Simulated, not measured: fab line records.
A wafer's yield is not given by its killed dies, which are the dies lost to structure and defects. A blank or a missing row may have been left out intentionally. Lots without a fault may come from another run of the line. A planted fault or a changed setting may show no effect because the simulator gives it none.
Chamber matching    flow nand harc    NHARC_A_CHANNEL_FILL_D2_ETCHBACK_20 on rie diel-12 has 4 sister chambers
The step etches the open film in C4F8/O2/Ar, target depth 27 nm, time 13.5 s. 4 wafers are shown with their chamber, then 7 later ones without.

## WAFERS, EACH WITH ITS CHAMBER
wafer   chamber  rf vpp V (V)
L586.6  3        980
L588.6  2        984
L591.1  0        975
L591.2  1        987

## WAFERS MISSING THEIR CHAMBER
wafer   rf vpp V (V)
L591.6  984
L602.2  980
L602.5  975
L602.6  987
L603.1  984
L603.3  976
L603.6  988

## WHICH CHAMBER EACH WENT THROUGH
wafer   from the rows above  in truth
L591.6  2                    2
L602.2  3                    3
L602.5  0                    0
L602.6  1                    1
L603.1  2                    2
L603.3  0                    0
L603.6  1                    1
Correctly placed: 7 of 7. Not placeable from these rows: 0. Number placed wrongly: 0.
How it was worked out, from the rows above alone: a wafer's distance from a chamber is the root of the sum, over the readings, of the square of ((its reading less the chamber's mean) divided by the reading's scatter). The wafer belongs to the nearest chamber; if the next one is less than 2 further off, it can't be placed. Each chamber's mean is taken over the wafers shown for it. The scatter: with one shown wafer a chamber, the root of the mean of the squares of how far each hidden wafer lies from its nearest shown one.
